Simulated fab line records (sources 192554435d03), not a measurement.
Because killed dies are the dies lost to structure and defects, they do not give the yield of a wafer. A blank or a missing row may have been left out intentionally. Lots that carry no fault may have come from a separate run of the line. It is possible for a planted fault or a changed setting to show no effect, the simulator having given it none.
Split-lot trial || flow n5_finfet || route with 1938 steps; 7 lots, 39 wafers read

ON THE SPLIT
At N5_BEOL_M9_ILD_DEP_00 (deposits SiCOH lowk from DEMS/porogen, target thk 308.51 nm, time 58 s), the setting time_s was moved away from the recipe's 58 s on 6 of the 39 wafers read, by +17.4% to +43.4%. All remaining wafers had this setting at the recipe value.

THE PATH FROM SPLIT TO READING: the file shows 1 step between them
- N5_BEOL_M9_CURE_71: cures SiCOH lowk, time 240 s

THE READING
M9_ILD_THK in nanometres, read at N5_BEOL_M9_THK_MEAS_01. On this fab line, fault-free wafers typically give 269 nm with a standard deviation of 3.7 nm.

{"wafer": "L083.1", "tool, chamber at the split": "pecvd-04, 1", "time_s as run, s": 58, "against the recipe": "recipe", "M9_ILD_THK, nm": 269, "against lot-mates on the recipe": "-"}
{"wafer": "L083.2", "tool, chamber at the split": "pecvd-04, 2", "time_s as run, s": 58, "against the recipe": "recipe", "M9_ILD_THK, nm": 269, "against lot-mates on the recipe": "-"}
{"wafer": "L083.3", "tool, chamber at the split": "pecvd-04, 0", "time_s as run, s": 58, "against the recipe": "recipe", "M9_ILD_THK, nm": 272, "against lot-mates on the recipe": "-"}
{"wafer": "L083.4", "tool, chamber at the split": "pecvd-04, 0", "time_s as run, s": 58, "against the recipe": "recipe", "M9_ILD_THK, nm": 275, "against lot-mates on the recipe": "-"}
{"wafer": "L083.5", "tool, chamber at the split": "pecvd-04, 2", "time_s as run, s": 58, "against the recipe": "recipe", "M9_ILD_THK, nm": 273, "against lot-mates on the recipe": "-"}
{"wafer": "L083.6", "tool, chamber at the split": "pecvd-04, 1", "time_s as run, s": 58, "against the recipe": "recipe", "M9_ILD_THK, nm": 273, "against lot-mates on the recipe": "-"}
{"wafer": "L082.1", "tool, chamber at the split": "pecvd-04, 1", "time_s as run, s": 58, "against the recipe": "recipe", "M9_ILD_THK, nm": 269, "against lot-mates on the recipe": "-"}
{"wafer": "L082.2", "tool, chamber at the split": "pecvd-04, 2", "time_s as run, s": 58, "against the recipe": "recipe", "M9_ILD_THK, nm": 266, "against lot-mates on the recipe": "-"}
{"wafer": "L082.3", "tool, chamber at the split": "pecvd-04, 0", "time_s as run, s": 58, "against the recipe": "recipe", "M9_ILD_THK, nm": 274, "against lot-mates on the recipe": "-"}
{"wafer": "L082.4", "tool, chamber at the split": "pecvd-04, 0", "time_s as run, s": 58, "against the recipe": "recipe", "M9_ILD_THK, nm": 276, "against lot-mates on the recipe": "-"}
{"wafer": "L082.5", "tool, chamber at the split": "pecvd-04, 2,1", "time_s as run, s": 58, "against the recipe": "recipe", "M9_ILD_THK, nm": 274, "against lot-mates on the recipe": "-"}
{"wafer": "L082.6", "tool, chamber at the split": "pecvd-04, 2,1", "time_s as run, s": 58, "against the recipe": "recipe", "M9_ILD_THK, nm": 274, "against lot-mates on the recipe": "-"}
{"wafer": "L093.1", "tool, chamber at the split": "pecvd-03, 1", "time_s as run, s": 83.16, "against the recipe": "+43.4%", "M9_ILD_THK, nm": 378, "against lot-mates on the recipe": "+113"}
{"wafer": "L093.2", "tool, chamber at the split": "pecvd-03, 2", "time_s as run, s": 58, "against the recipe": "recipe", "M9_ILD_THK, nm": 262, "against lot-mates on the recipe": "-"}
{"wafer": "L093.3", "tool, chamber at the split": "pecvd-03, 0", "time_s as run, s": 83.16, "against the recipe": "+43.4%", "M9_ILD_THK, nm": 381, "against lot-mates on the recipe": "+116"}
{"wafer": "L093.4", "tool, chamber at the split": "pecvd-03, 1", "time_s as run, s": 58, "against the recipe": "recipe", "M9_ILD_THK, nm": 270, "against lot-mates on the recipe": "-"}
{"wafer": "L093.5", "tool, chamber at the split": "pecvd-03, 0", "time_s as run, s": 83.16, "against the recipe": "+43.4%", "M9_ILD_THK, nm": 387, "against lot-mates on the recipe": "+122"}
{"wafer": "L093.6", "tool, chamber at the split": "pecvd-03, 2", "time_s as run, s": 58, "against the recipe": "recipe", "M9_ILD_THK, nm": 264, "against lot-mates on the recipe": "-"}
{"wafer": "L095.2", "tool, chamber at the split": "pecvd-01, 2", "time_s as run, s": 58, "against the recipe": "recipe", "M9_ILD_THK, nm": 270, "against lot-mates on the recipe": "-"}
{"wafer": "L095.3", "tool, chamber at the split": "pecvd-01, 0", "time_s as run, s": 58, "against the recipe": "recipe", "M9_ILD_THK, nm": 270, "against lot-mates on the recipe": "-"}
{"wafer": "L095.4", "tool, chamber at the split": "pecvd-01, 0", "time_s as run, s": 58, "against the recipe": "recipe", "M9_ILD_THK, nm": 272, "against lot-mates on the recipe": "-"}
{"wafer": "L094.1", "tool, chamber at the split": "pecvd-01, 2", "time_s as run, s": 58, "against the recipe": "recipe", "M9_ILD_THK, nm": 266, "against lot-mates on the recipe": "-"}
{"wafer": "L094.2", "tool, chamber at the split": "pecvd-01, 1", "time_s as run, s": 58, "against the recipe": "recipe", "M9_ILD_THK, nm": 269, "against lot-mates on the recipe": "-"}
{"wafer": "L094.3", "tool, chamber at the split": "pecvd-01, 0", "time_s as run, s": 58, "against the recipe": "recipe", "M9_ILD_THK, nm": 266, "against lot-mates on the recipe": "-"}
{"wafer": "L094.4", "tool, chamber at the split": "pecvd-01, 1", "time_s as run, s": 58, "against the recipe": "recipe", "M9_ILD_THK, nm": 272, "against lot-mates on the recipe": "-"}
{"wafer": "L094.5", "tool, chamber at the split": "pecvd-01, 2", "time_s as run, s": 58, "against the recipe": "recipe", "M9_ILD_THK, nm": 272, "against lot-mates on the recipe": "-"}
{"wafer": "L094.6", "tool, chamber at the split": "pecvd-01, 0", "time_s as run, s": 58, "against the recipe": "recipe", "M9_ILD_THK, nm": 273, "against lot-mates on the recipe": "-"}
{"wafer": "L096.1", "tool, chamber at the split": "pecvd-04, 1", "time_s as run, s": 58, "against the recipe": "recipe", "M9_ILD_THK, nm": 265, "against lot-mates on the recipe": "-"}
{"wafer": "L096.2", "tool, chamber at the split": "pecvd-04, 0", "time_s as run, s": 58, "against the recipe": "recipe", "M9_ILD_THK, nm": 266, "against lot-mates on the recipe": "-"}
{"wafer": "L096.3", "tool, chamber at the split": "pecvd-04, 2", "time_s as run, s": 58, "against the recipe": "recipe", "M9_ILD_THK, nm": 264, "against lot-mates on the recipe": "-"}
{"wafer": "L096.4", "tool, chamber at the split": "pecvd-04, 2", "time_s as run, s": 58, "against the recipe": "recipe", "M9_ILD_THK, nm": 268, "against lot-mates on the recipe": "-"}
{"wafer": "L096.5", "tool, chamber at the split": "pecvd-04, 1", "time_s as run, s": 58, "against the recipe": "recipe", "M9_ILD_THK, nm": 270, "against lot-mates on the recipe": "-"}
{"wafer": "L096.6", "tool, chamber at the split": "pecvd-04, 0", "time_s as run, s": 58, "against the recipe": "recipe", "M9_ILD_THK, nm": 272, "against lot-mates on the recipe": "-"}
{"wafer": "L097.1", "tool, chamber at the split": "pecvd-04, 1", "time_s as run, s": 58, "against the recipe": "recipe", "M9_ILD_THK, nm": 268, "against lot-mates on the recipe": "-"}
{"wafer": "L097.2", "tool, chamber at the split": "pecvd-04, 0", "time_s as run, s": 58, "against the recipe": "recipe", "M9_ILD_THK, nm": 270, "against lot-mates on the recipe": "-"}
{"wafer": "L097.3", "tool, chamber at the split": "pecvd-04, 2", "time_s as run, s": 68.08, "against the recipe": "+17.4%", "M9_ILD_THK, nm": 313, "against lot-mates on the recipe": "+43"}
{"wafer": "L097.4", "tool, chamber at the split": "pecvd-04, 2", "time_s as run, s": 68.08, "against the recipe": "+17.4%", "M9_ILD_THK, nm": 318, "against lot-mates on the recipe": "+48"}
{"wafer": "L097.5", "tool, chamber at the split": "pecvd-04, 1", "time_s as run, s": 58, "against the recipe": "recipe", "M9_ILD_THK, nm": 273, "against lot-mates on the recipe": "-"}
{"wafer": "L097.6", "tool, chamber at the split": "pecvd-04, 0", "time_s as run, s": 68.08, "against the recipe": "+17.4%", "M9_ILD_THK, nm": 319, "against lot-mates on the recipe": "+49"}
If several chambers appear in one row, that row covers several wafers at once and the file leaves open which wafer was in which chamber.

THE FIT
A straight line over all 39 wafers: M9_ILD_THK changes by +2.6 nm for each +1% of time_s; r = +0.99; the points scatter about the line by 3.6 nm.
The same after taking each lot's own level away (the mean of its wafers on the recipe; 39 wafers): +2.69 nm for each +1%; r = +1.00; scatter 2.9 nm.
That fit puts the effect of the largest move of time_s on the reading at 1.2e+02 nm.
The span of the lots' own levels, 265.3 to 272.2 nm, comes to 1.8 times the standard deviation stated above.
So the lot-to-lot level changes the slope little: the two slopes agree.
Check: with one of the wafers moved furthest among these (+43.4%) left out of the fit, the line predicts +118 nm for it against its lot-mates. Against them it came out at +113 nm.

THE WHOLE CHAIN: every reading that the file lists as answering this split, in the file's order
{"step": "N5_BEOL_M9_ILD_DEP_00", "what it does": "deposits SiCOH lowk from DEMS/porogen, target thk 308.51 nm, time 58 s", "reading": "SiCOH_lowk_of_BEOL_M9_ILD_DEP_00.thk_nm (the simulator's own value, which no gauge read)", "change (the file's fit)": "+3.03 nm for each +1% of the setting", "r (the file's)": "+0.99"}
{"step": "N5_BEOL_M9_CURE_71", "what it does": "cures SiCOH lowk, time 240 s", "reading": "SiCOH_lowk_of_BEOL_M9_ILD_DEP_00.thk_nm (the simulator's own value, which no gauge read)", "change (the file's fit)": "+2.69 nm for each +1% of the setting", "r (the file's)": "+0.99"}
{"step": "N5_BEOL_M9_THK_MEAS_01", "what it does": "", "reading": "M9_ILD_THK", "change (the file's fit)": "+2.69 for each +1% of the setting", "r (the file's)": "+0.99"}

FILE'S OWN FIT
M9_ILD_THK changes by +2.69 nm for each +1% of time_s, r = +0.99.
